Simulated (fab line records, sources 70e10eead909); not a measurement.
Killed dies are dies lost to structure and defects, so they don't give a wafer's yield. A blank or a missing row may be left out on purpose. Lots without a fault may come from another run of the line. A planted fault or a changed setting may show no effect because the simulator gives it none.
Chamber matching | flow nand_harc | NHARC_A_STAIRCASE_ETCHBACK_157 on rie_diel-11: 4 sister chambers
The step etches the open film in CH3F/O2, target depth 90 nm, time 167.14 s. 8 wafers are shown with their chamber, then 8 later ones without.

WAFERS WITH THEIR CHAMBER
wafer  | chamber | showerhead_plenum_p_Torr (Torr) | drypump_motor_current_A (A)
L080.5 | 1       | 2.37                            | 5.76
L083.3 | 0       | 2.29                            | 5.34
L083.4 | 3       | 2.53                            | 5.72
L083.6 | 1       | 2.36                            | 5.75
L085.3 | 2       | 2.65                            | 5.81
L085.4 | 0       | 2.28                            | 5.35
L085.6 | 3       | 2.53                            | 5.72
L091.2 | 2       | 2.64                            | 5.82

WAFERS WITHOUT THEIR CHAMBER
wafer  | showerhead_plenum_p_Torr (Torr) | drypump_motor_current_A (A)
L091.3 | 2.28                            | 5.34
L091.4 | 2.28                            | 5.33
L095.1 | 2.35                            | 5.76
L095.2 | 2.64                            | 5.81
L095.3 | 2.52                            | 5.73
L094.2 | 2.66                            | 5.33
L094.5 | 2.35                            | 5.75
L094.6 | 2.64                            | 5.79

WHICH CHAMBER EACH WENT THROUGH
wafer  | from the rows above | in truth
L091.3 | 0                   | 0
L091.4 | 0                   | 0
L095.1 | 1                   | 1
L095.2 | 2                   | 2
L095.3 | 3                   | 3
L094.2 | 0                   | 0
L094.5 | 1                   | 1
L094.6 | 2                   | 2
Placed correctly: 8 of 8. Can't be placed from these rows: 0. Placed wrongly: 0.
How it was worked out, from the rows above alone: a wafer's distance from a chamber is the root of the sum, over the readings, of the square of ((its reading less the chamber's mean) divided by the reading's scatter). The wafer belongs to the nearest chamber; if the next one is less than 2 further off, it can't be placed. A chamber's mean is the mean of its shown wafers. The scatter: the root of (the sum of the squares of (reading less its chamber's mean) over the shown wafers, divided by (wafers less chambers)).
